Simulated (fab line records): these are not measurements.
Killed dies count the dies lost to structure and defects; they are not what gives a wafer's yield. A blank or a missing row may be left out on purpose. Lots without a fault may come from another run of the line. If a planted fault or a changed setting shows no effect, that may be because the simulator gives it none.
Comparing a struck lot with a sound one :: flow n5_finfet :: 24 steps out of a route of 1938
Sound: the wafers L385.2, L385.3, L385.5. Wafers L393.2, L393.4, L393.6 were the ones struck. The cause is given at the end.
Each step with rows lists, per side, the tool, then ch with its chambers, then its first start. Under that, the readings that differ: sound wafers :: struck wafers :: difference of the means :: sigmas: that difference in standard deviations of wafers without a fault.
alike: same words and numbers on both sides, and readings whose means sit less than 2 such deviations apart. not compared: any withheld reading, any reading some wafer has no value for, any bound like >300 that may hide the same value, and any number with overlapping values for which the record gives no deviation.
The two part at a step that has a row with sigmas, a row that says differs or no value, or rows on one side only. Non-overlapping numbers with no deviation appear without sigmas and do not part them. Lack of a reading on every wafer of one side parts them only where that side has two or more wafers.

first, 3 steps without rows for these wafers: N5_WELL_APT_IMPLANT_31; N5_WELL_APT_IMPLANT_32; N5_WELL_APT_STRIP_33 (strips in SPM, time 900 s).
N5_WELL_APT_RTA_34: time 10 s.
  sound on rtp_anneal-02 ch 0, day 2 15:52; struck on rtp_anneal-02 ch 0, day 4 16:32
  alike: lamp_power_pct, lamp_zone_4_pct, wafer_temp_C_max
then, 4 steps without rows for these wafers: N5_WELL_APT_OXIDE_STRIP_42 (strips SiO2 in dHF, time 45 s, target depth 12 nm); N5_WELL_APT_PRECLEAN_36 (cleans in O3/DIW, time 45 s); N5_WELL_APT_PRECLEAN_39 (cleans in dHF, time 60 s); N5_WELL_APT_SRD_37 (time 30 s).
N5_WELL_APT_EPI_41: deposits Si from SiH4/H2, target thk 50 nm, time 297.7 s.
  sound on epi_rpcvd-02 ch 0, day 2 16:13; struck on epi_rpcvd-01 ch 0, day 4 16:53
reading: throttle_valve_pct (%)
sound: 11.7 11.9 11.8
struck: 10.9 11.0 10.5
difference: -1.0
sigmas: -2
  alike: susceptor_temp_C_max
N5_WELL_APT_INSPECT_38: inspects for defects (darkfield).
  sound: defect_inspect-02 at day 2 16:55; struck: defect_inspect-01 at day 4 17:35
  alike: raw_defect_count
N5_PMOS_HMC_CHANNEL_EPI_HM_DEP_34: deposits SiO2 from TEOS/O2, target thk 36 nm, time 6.9 s.
  sound on pecvd-01 ch 0,1,2, day 2 16:58; struck on pecvd-02 ch 0,2, day 4 17:37
  alike: heater_power_w, showerhead_plenum_p_Torr, throttle_valve_pct
then, 1 step without rows for these wafers: N5_PMOS_HMC_CHANNEL_EPI_COAT_31 (time 60 s, resist thk 66 nm).
N5_PMOS_HMC_CHANNEL_EPI_COAT_03: resist thk 205 nm.
  sound on litho_track-04 ch 0, day 2 17:01; struck on litho_track-05 ch 0, day 4 17:41
reading: spin_speed_rpm (rpm)
sound: 1501.2 1500.7 1501.9
struck: 1459.9 1461.5 1460.2
difference: -40.7
sigmas: -41

reading: model.CAR-ArF-block_of_PMOS_HMC_CHANNEL_EPI_COAT_03.thk_nm (nm)
sound: 205.1 204.6 205.4
struck: 207.7 208.4 208.3
difference: +3.1
sigmas: 
then, 5 steps without rows for these wafers: N5_PMOS_HMC_CHANNEL_EPI_EBR_05; N5_PMOS_HMC_CHANNEL_EPI_SOFTBAKE_04 (time 60 s); N5_PMOS_HMC_CHANNEL_EPI_EXPOSE_06 (exposes mask PMOS HMC BLK, target cd 240 nm); N5_PMOS_HMC_CHANNEL_EPI_PEB_07 (peb time 60 s); N5_PMOS_HMC_CHANNEL_EPI_DEVELOP_08 (develop time 30 s).
N5_PMOS_HMC_CHANNEL_EPI_CD_MEAS_09: the cd target is 237.4 nm.
  sound on cd_sem-01 ch 0, day 2 17:22; struck on cd_sem-02 ch 0, day 4 18:02
  alike: cd_nm
N5_PMOS_HMC_CHANNEL_EPI_OVL_MEAS_10:
  sound on overlay-01 ch 0, day 2 17:24; struck on overlay-02 ch 0, day 4 18:04
  alike: PMOS_HMC_BLK_OVL
N5_PMOS_HMC_CHANNEL_EPI_INSPECT_11: inspects for defects (macro).
  sound: defect_inspect-02 at day 2 17:25; struck: defect_inspect-01 at day 4 18:05
  alike: raw_defect_count
N5_PMOS_HMC_CHANNEL_EPI_DESCUM_14: chemistry O2, time 7.9 s.
  sound on rie_diel-02 ch 0,2,3, day 2 17:27; struck on rie_diel-02 ch 0,2, day 4 18:07
reading: model.CAR-ArF-block_of_PMOS_HMC_CHANNEL_EPI_COAT_03.thk_nm (nm)
sound: 198.5 198 198.8
struck: 201.1 201.8 201.7
difference: +3.1
sigmas: 
  alike: drypump_motor_current_A, oes_product_au, rf_vpp_V, showerhead_plenum_p_Torr, throttle_valve_pct
  not compared: rf_hours_counter_h
N5_PMOS_HMC_CHANNEL_EPI_ETCH_32: etches BARC in N2/H2, stops on SiO2, target depth 85.8 nm, time 50.3 s.
  sound on rie_diel-02 ch 0,2,3, day 2 17:29; struck on rie_diel-02 ch 0,2, day 4 18:09
  alike: drypump_motor_current_A, oes_product_au, rf_vpp_V, showerhead_plenum_p_Torr, throttle_valve_pct
  not compared: rf_hours_counter_h
-- here the record skips 6 days between the struck wafers' starts before and after, leaving off in module PMOS_HMC_CHANNEL_EPI and picking up in module BEOL_M4 (first step shown: number 1111 of the route) --
N5_BEOL_M4_RC_MEAS_101:
  sound on prober-02 ch 0, day 8 14:42; struck on prober-01 ch 0, day 11 04:38
  alike: DIBL_N, DIBL_P, IOFF_N, IOFF_P, ION_N, ION_P, SS_N, SS_P, VT_N, VT_P

## WHERE THEY PART
Last at N5_PMOS_HMC_CHANNEL_EPI_COAT_03 as far as this record goes, first at N5_WELL_APT_EPI_41. Later steps at which nothing parts them and some readings are alike: N5_PMOS_HMC_CHANNEL_EPI_CD_MEAS_09, N5_PMOS_HMC_CHANNEL_EPI_OVL_MEAS_10, N5_PMOS_HMC_CHANNEL_EPI_INSPECT_11, N5_PMOS_HMC_CHANNEL_EPI_DESCUM_14, N5_PMOS_HMC_CHANNEL_EPI_ETCH_32, N5_BEOL_M4_RC_MEAS_101.

WHY: what had been put in by the simulator
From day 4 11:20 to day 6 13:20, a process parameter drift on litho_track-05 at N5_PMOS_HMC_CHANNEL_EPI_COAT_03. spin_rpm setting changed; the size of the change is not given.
